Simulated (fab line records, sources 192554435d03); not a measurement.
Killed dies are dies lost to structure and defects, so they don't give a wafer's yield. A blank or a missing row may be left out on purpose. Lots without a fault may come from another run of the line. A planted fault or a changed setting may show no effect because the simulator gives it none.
fab line records | flow n5_finfet
record lots=4 wafers=12 last_day=17
route steps=1938 shown HKMG_FIN@456 GATE_CUT@465 PASSIVATION@1936
lots that met no fault: from a run of the same line without faults
start_h: hours from the record's first day to the start of the lot's first wafer shown | wait_h: hours since the lot's step before | " the same as in the row above | L1.1+2: a row that stands for several wafers | - no value, or no start given | * or withheld: withheld | < > ~ a bound
route shown NAME@n: a module of which the file shows steps, and the number in the route of the first | usual: mean/standard deviation of fault-free wafers | same: alike in all rows | chamber/n: place in a boat | sites: the reading at each site | _std_site: their standard deviation | _edge_site: outer sites' mean less inner sites' | radius_mm: how far each site lies from the wafer's centre | mask NAME#n: copy n | behind: the tool/chamber that last shaped the wafer | hold: why the lot was held/for how many hours/how that ended | device: the transistor (n, p or np) that didn't switch | end of line: the same wafers' tests at the end of the route | a step without rows: its recipe alone | killed: dies lost to structure and defects at the first sort, not the wafer's yield | map: a wafer's dies, x killed, . not, _ none there
set.NAME: the setting as run; set.NAME@STEP: as run at that earlier step | model.NAME: the simulator's own value behind a step, which no gauge read
lots at some steps of the route; a table a step, a row a wafer
services: from which hour (start_h, from the record's first day; less than 0 if before it) a tool's chamber was out of use, for how many hours, and why
## steps
# step N5_HKMG_FIN_ALD_21
# recipe material=TiN target_thk_a=15 temp_c=400 ald_precursor_family=TiCl4 ald_co_reactant=NH3 pulse_time_s=1 purge_time_s=3 co_reactant_purge_time_s=2 co_reactant_pulse_time_s=2 ald_cycles=68 pressure_torr=3
# step N5_HKMG_FIN_ALD_72
# recipe material=W target_thk_a=20 temp_c=300 pressure_torr=7.5 ald_precursor_family=WF6 ald_co_reactant=B2H6 pulse_time_s=1 purge_time_s=2 co_reactant_purge_time_s=2 co_reactant_pulse_time_s=3 ald_cycles=7
# step N5_HKMG_FIN_W_FILL_22
# recipe material=W target_thk_a=600 temp_c=400 pressure_torr=39.4 time_s=18.2
# step N5_HKMG_FIN_PRECLEAN_83
# recipe chemistry=DIW time_s=57.5 temp_c=23
# step N5_HKMG_FIN_SRD_84
# recipe dry_time_s=32 dry=n2_spin spin_rpm=1500
# step N5_HKMG_FIN_CMP_23
# recipe stop_on=SiNx t_overpolish_s=10 post_cmp_clean=rinse_only down_force_psi=4 platen_rpm=50.289 pad_velocity_m_s=1.0006 target_thk_nm=46.326
# step N5_HKMG_FIN_CMP_94
# recipe stop_on=SiNx post_cmp_clean=w_dilute_nh4oh t_overpolish_s=4.7 down_force_psi=4 platen_rpm=50.289 pad_velocity_m_s=1.0006 target_thk_nm=43.299
# step N5_GATE_CUT_ETCHBACK_00
# recipe chemistry=SF6/Cl2 target=W pressure_mtorr=8 icp_w=900 bias_w=80 SF6_flow_sccm=40 Cl2_flow_sccm=60
# step N5_GATE_CUT_ETCH_56
# recipe chemistry=Cl2/Ar target=TiN target_depth_a=216 pressure_mtorr=10 icp_w=600 bias_w=60 Cl2_flow_sccm=40 Ar_flow_sccm=60
# step N5_GATE_CUT_ETCHBACK_30
# recipe chemistry=Cl2/Ar target=TiN target_depth_a=30 mode=isotropic pressure_mtorr=10 icp_w=600 bias_w=60 Cl2_flow_sccm=40 Ar_flow_sccm=60
# step N5_GATE_CUT_VAPOR_ETCH_60
# recipe chemistry=BCl3/Cl2 target=HfO2 mode=isotropic
# usual drypump_motor_current_A=5.7/0.35 oes_product_au=0.70/0.068
# columns lot.wafer tool chamber start_h wait_h drypump_motor_current_A oes_product_au
L634.1 rie_metal-03 0 97.69 0.0 5.9 0.61
L634.5 " 1 " " 6.2 0.66
L634.6 " 0 " " 5.9 0.61
L638.1 rie_metal-03 1 123.99 0.0 6.2 0.65
L638.4 " 0 " " 5.9 0.60
L638.6 " 0 " " 5.9 0.60
L639.1 rie_metal-03 0 126.64 0.0 5.9 0.61
L639.3 " 1 " " 6.2 0.66
L639.6 " 1 " " 6.2 0.66
L652.3 rie_metal-02 1 207.93 0.0 5.4 0.78
L652.4 " 0 " " 5.8 0.68
L652.6 " 1 " " 5.4 0.78
# step N5_GATE_CUT_ETCH_58
# recipe chemistry=CH3F/O2 target=SiNx target_depth_a=170 time_s=128.6 ion_energy_ev=50 pressure_mtorr=30 source_w=415 bias_w=21 Ar_flow_sccm=150 CH3F_flow_sccm=30 O2_flow_sccm=20
# step N5_GATE_CUT_STRIP_59
# recipe chemistry=N2/H2 time_s=20 power_w=100 temp_c=40 pressure_mtorr=100 rf_frequency_hz=6e+07 bias_power_w=3 n2_flow_sccm=300 h2_flow_sccm=300
# step N5_GATE_CUT_PRECLEAN_31
# recipe temp_c=23 chemistry=DIW time_s=300
# step N5_GATE_CUT_SRD_32
# recipe time_s=30 temp_c=23 rinse_liquid=diw dry=ipa_marangoni
# step N5_GATE_CUT_SAC_CAP_01
# recipe material=SiNx target_thk_a=240 temp_c=400 ald_precursor_family=SiH2I2 ald_co_reactant=N2/H2-plasma pulse_time_s=1 ald_cycles=480 purge_time_s=2 co_reactant_purge_time_s=2 pressure_torr=2
# step N5_GATE_CUT_PECVD_57
# recipe material=SiNx target_thk_a=210 temp_c=400 precursor=SiH4/NH3/N2 pressure_torr=1.5 rf_w=300
# step N5_GATE_CUT_CMP_02
# recipe stop_on=SiO2 t_overpolish_s=12.7 post_cmp_clean=alkaline_brush down_force_psi=2.5 platen_rpm=51.8 pad_velocity_m_s=1.0307 target_thk_nm=0
# step N5_GATE_CUT_HM_DEP_46
# recipe material=SiO2 target_thk_a=1300 temp_c=400 precursor=TEOS/O2 pressure_torr=6.5 rf_w=900 teos_flow_sccm=161.4 gas=O2 flow_sccm=2650 time_s=26.6
# step N5_GATE_CUT_COAT_34
# recipe resist=SOC temp_c=250 time_s=60 spin_rpm=1500 resist_thk_nm=60
# step N5_GATE_CUT_COAT_35
# recipe resist=SiARC temp_c=220 time_s=60 spin_rpm=1500 resist_thk_nm=10
# step N5_GATE_CUT_COAT_27
# recipe resist=underlayer temp_c=205 time_s=60 spin_rpm=1500 resist_thk_nm=10
# step N5_GATE_CUT_COAT_07
# recipe resist=CAR-EUV spin_rpm=1500 resist_thk_nm=30
# step N5_GATE_CUT_EBR_09
# recipe solvent=PGMEA ebr_width_mm=1.5
# step N5_GATE_CUT_SOFTBAKE_08
# recipe temp_c=110 time_s=60 resist=CAR-EUV
# step N5_GATE_CUT_EXPOSE_10
# recipe mask_id=GATE_CUT na=0.33 source_shape=annular sigma_inner=0.35 sigma_outer=0.8 polarization=unpolarized target_cd_nm=20 dose_mj=43.25
# step N5_GATE_CUT_PEB_11
# recipe peb_temp_c=100 peb_time_s=60 resist=CAR-EUV
# step N5_GATE_CUT_DEVELOP_12
# recipe develop_time_s=30 developer=TMAH resist=CAR-EUV rinse_liquid=surfactant_rinse dry=air_spin dev_temp_c=23
# step N5_GATE_CUT_DESCUM_18
# recipe chemistry=O2 time_s=7 source_power_w=50 bias_power_w=20 pressure_mtorr=20 rf_frequency_hz=2.712e+07 temp_c=40 resist=CAR-EUV o2_flow_sccm=225
# step N5_GATE_CUT_ETCH_28
# recipe chemistry=N2/H2 target=underlayer target_depth_a=130 mask_material=CAR-EUV time_s=10.4 ion_energy_ev=200 pressure_mtorr=30 source_w=840 bias_w=150 n2_flow_sccm=200 h2_flow_sccm=200 ends=cleared
# step N5_GATE_CUT_ETCH_36
# recipe chemistry=CF4 target=SiARC target_depth_a=130 mask_material=CAR-EUV time_s=21.7 ion_energy_ev=80 pressure_mtorr=40 source_w=545 bias_w=36 Ar_flow_sccm=100 cf4_flow_sccm=100 ends=cleared
# step N5_GATE_CUT_ETCH_37
# recipe chemistry=N2/H2 target=SOC target_depth_a=600 overetch_a=120 mask_material=SiARC temp_c=40 time_s=90 ion_energy_ev=200 pressure_mtorr=30 source_w=840 bias_w=150 n2_flow_sccm=200 h2_flow_sccm=200
# step N5_GATE_CUT_STRIP_38
# recipe chemistry=N2/H2 temp_c=40 n2_flow_sccm=200 h2_flow_sccm=200 rf_frequency_hz=6e+07
# step N5_GATE_CUT_STRIP_39
# recipe chemistry=N2/H2 temp_c=40 n2_flow_sccm=200 h2_flow_sccm=200 rf_frequency_hz=6e+07
# step N5_GATE_CUT_HM_OPEN_40
# recipe chemistry=C4F6/O2 target=SiO2 mask_material=SiARC target_depth_a=1390 time_s=85.1 ion_energy_ev=250 pressure_mtorr=30 source_w=345 bias_w=185 Ar_flow_sccm=300 C4F6_flow_sccm=10 O2_flow_sccm=10 ends=cleared
# step N5_GATE_CUT_STRIP_41
# recipe chemistry=CF4 resist=SiARC power_w=300 bias_power_w=75 pressure_mtorr=50 cf4_flow_sccm=150 rf_frequency_hz=6e+07
# step N5_PASSIVATION_PROBE_49
# usual defect_limited_yield=91.0/1.5 killed_at_M0_to_M3=35/12 killed_at_M4_up=15/5.8 killed_at_contacts=14/7.2 killed_at_front_end=40/10 killed_at_other=3/3 killed_dies=106/18 killed_on_rim=14/4 killed_open=68/14 killed_short=35/7.2 sort_bin_5_function=5.2/0.96 sort_bin_6_memory=3.3/0.69 sort_n_pass=1074/18 sort_yield_pct=91.0/1.5
# same gross_dies=1180 killed_at_back_side=0 sort_bin_4_leakage[%]=0 sort_bin_8_speed[%]=0
# columns lot.wafer tool chamber start_h wait_h defect_limited_yield[%] killed_at_M0_to_M3 killed_at_M4_up killed_at_contacts killed_at_front_end killed_at_other killed_dies killed_on_rim killed_open killed_short sort_bin_5_function[%] sort_bin_6_memory[%] sort_n_pass sort_yield_pct[%]
L634.1 prober-02 - 281.09 0.0 90.4 61 10 5 35 2 113 12 74 35 5.5 3.9 1067 90.4
L634.5 prober-02 - 281.29 0.2 88.7 63 14 10 46 0 133 17 100 31 7.0 3.8 1047 88.7
L634.6 prober-02 - 281.34 0.3 91.5 26 12 9 48 5 100 11 71 28 5.3 3.1 1080 91.5
L638.4 prober-01 - 315.43 0.2 84.5 31 12 5 133 2 183 28 58 38 9.7 3.7 997 84.5
L638.6 prober-01 - 315.53 0.3 84.5 29 10 6 134 4 183 28 57 35 9.1 3.7 997 84.5
L639.1 prober-02 - 335.43 0.0 83.6 24 17 18 132 2 193 28 72 30 9.7 4.6 987 83.6
L639.6 prober-02 - 335.68 0.3 91.1 36 17 15 35 2 105 18 62 43 5.0 3.7 1075 91.1
# killed by level:class
L634.1 BEOL_M2:geometric_particle:open=18 BEOL_M0_SAQP:geometric_particle:open=15 BEOL_M0_SAQP:geometric_particle:short=10 STI_FIN_REVEAL:geometric_particle:open=8 BEOL_M3:geometric_particle:open=8 DUMMY_GATE:geometric_particle:open=6 STARTING-WAFER:geometric_particle:short=5 FIN_SAQP:geometric_particle:open=4
L634.5 BEOL_M3:geometric_particle:open=26 BEOL_M2:geometric_particle:open=12 FIN_SAQP:geometric_particle:open=9 MOL_CONTACT_COAG:geometric_particle:open=9 STI_FIN_REVEAL:geometric_particle:open=8 BEOL_M0_SAQP:geometric_particle:short=7 FIN_SAQP:geometric_particle:short=6 BEOL_M1:geometric_particle:open=6
L634.6 FIN_SAQP:geometric_particle:open=14 FIN_SAQP:geometric_particle:short=8 BEOL_M3:geometric_particle:open=8 MOL_CONTACT_COAG:geometric_particle:open=8 STI_FIN_REVEAL:geometric_particle:open=7 DUMMY_GATE:geometric_particle:open=4 BEOL_M0_SAQP:geometric_particle:open=4 BEOL_M0_SAQP:geometric_particle:short=4
L638.4 GATE_CUT:unspecified=83 FIN_SAQP:geometric_particle:short=10 FIN_SAQP:geometric_particle:open=9 STI_FIN_REVEAL:geometric_particle:open=7 BEOL_M0_SAQP:geometric_particle:short=7 BEOL_M0_SAQP:geometric_particle:open=7 BEOL_M3:geometric_particle:open=6 STI_FIN_REVEAL:geometric_particle:short=5
L638.6 GATE_CUT:unspecified=89 STI_FIN_REVEAL:geometric_particle:open=12 BEOL_M0_SAQP:geometric_particle:short=11 BEOL_M0_SAQP:geometric_particle:open=11 FIN_SAQP:geometric_particle:short=8 BEOL_M4:geometric_particle:open=7 FIN_SAQP:geometric_particle:open=6 ILD0:geometric_particle:short=5
L639.1 GATE_CUT:unspecified=90 MOL_CONTACT_COAG:geometric_particle:open=18 STI_FIN_REVEAL:geometric_particle:open=12 FIN_SAQP:geometric_particle:short=10 BEOL_M4:geometric_particle:open=9 BEOL_M3:geometric_particle:open=6 GATE_CUT:geometric_particle:open=5 STARTING-WAFER:geometric_particle:short=5
L639.6 MOL_CONTACT_COAG:geometric_particle:open=12 FIN_SAQP:geometric_particle:short=10 BEOL_M2:geometric_particle:open=9 BEOL_M0_SAQP:geometric_particle:short=8 FIN_SAQP:geometric_particle:open=7 BEOL_M4:geometric_particle:open=7 BEOL_M0_SAQP:geometric_particle:open=6 BEOL_M1:geometric_particle:short=4
# map L638.4 (x killed, . not)
_________________.....x.....x________________
______________x...x............._____________
___________.....x.x.x..............__________
__________.x............x......x...._________
________.........x.................x.._______
_______x............x..................______
______.........x.......x................_____
_____x.......x..xx....x..................____
____........................x.............___
___......................x........x........__
___.....x.........................x.....x.x__
__.......x............x....x.......x.xxxxxxx_
__x.........xx....x..............x...xxxxxxx_
_....x.....x..x.................x....xxxxxxxx
_.....x...............x.x..........x.xxxxxxxx
_..........x......x.................xxxxxxxxx
_..x..................x.........xx.xxxxxxxxxx
_................x.......x........xxxxxxxxxxx
_...............x..................xx.xxxxxxx
_.x..x....x......................x..x.x.xxxxx
_....x......x...x......x.............x..xxxxx
__x....x............x....x.........x...x...x_
__......................................x..x_
___....x...........x......x..............x.__
___x.......................................__
____........x..x....x..x..................___
_____........x........x......xx.......x..____
______.......x...........x.............._____
_______..x..........x.x.x.........x....______
________..x....x.................x...._______
__________..x...x.........xx........_________
___________........................__________
______________..........x......._____________
_________________x...........________________
# map L639.1 (x killed, . not)
_________________..x..x......________________
______________..x....x...x......_____________
___________................x.......__________
__________..x..x..................x._________
________..................x....x...x.._______
_______x...............................______
______.x.....x.............x............_____
_____....x......x.......x................____
____.......x...x....x......x....x..x......___
___..xx......x.........x..........x...xx.x.__
___..x.x...............................xxx.__
__...x..........x...............x...x.xxxxxx_
__..............................x.x..xxxxxxx_
_x......x..........x....x.......xx.xx.xxxxxxx
_.x..........................x..x..x.xxxxxxxx
_....x...............x...x..x.x....xxxxxxxxxx
_...................xx.............xxxxxxxxxx
_.........x................xx.......xxxxxxxxx
_......x.......x.....x................xxxxxxx
_........................x....x....x.x.xxxxxx
_.................x.........x.........xxxxxxx
__...................................x.....x_
__........x................................x_
___....x.........................x.........__
___.xx.............x...x........x..x...x...__
____.....x...........x.x..x...........x...___
_____......x....x.xx.........x........x..____
______......................x..........._____
_______......x.............x.x......x..______
________........xx...x.x......x.x....._______
__________x...x.............x.....x._________
___________...............x........__________
______________.................._____________
_________________....x.......________________
## services
# columns tool chamber start_h hours kind
rie_metal-03 0 169.91 - clean
rie_metal-03 0 169.91 22.0 scheduled_down
rie_metal-03 0 169.91 22.0 vent_cycle
## key
first_sign step=N5_PASSIVATION_PROBE_49 reading=killed_at_front_end direction=up sigmas=9 usual=40 struck=133
effect step=N5_PASSIVATION_PROBE_49 reading=killed_dies direction=up sigmas=4.5 usual=106 struck=186
more_kills_born_at N5_GATE_CUT_VAPOR_ETCH_60@rie_metal-03=262
met_at N5_GATE_CUT_VAPOR_ETCH_60
struck_wafers L638.4,L638.6,L639.1
onset_between 97.69 123.99
fault kind=chamber_particle_source tool=rie_metal-03 chamber=0 onset_h=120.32 steps=N5_GATE_CUT_VAPOR_ETCH_60 rate_per_visit_cm2=0.8267 end_h=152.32
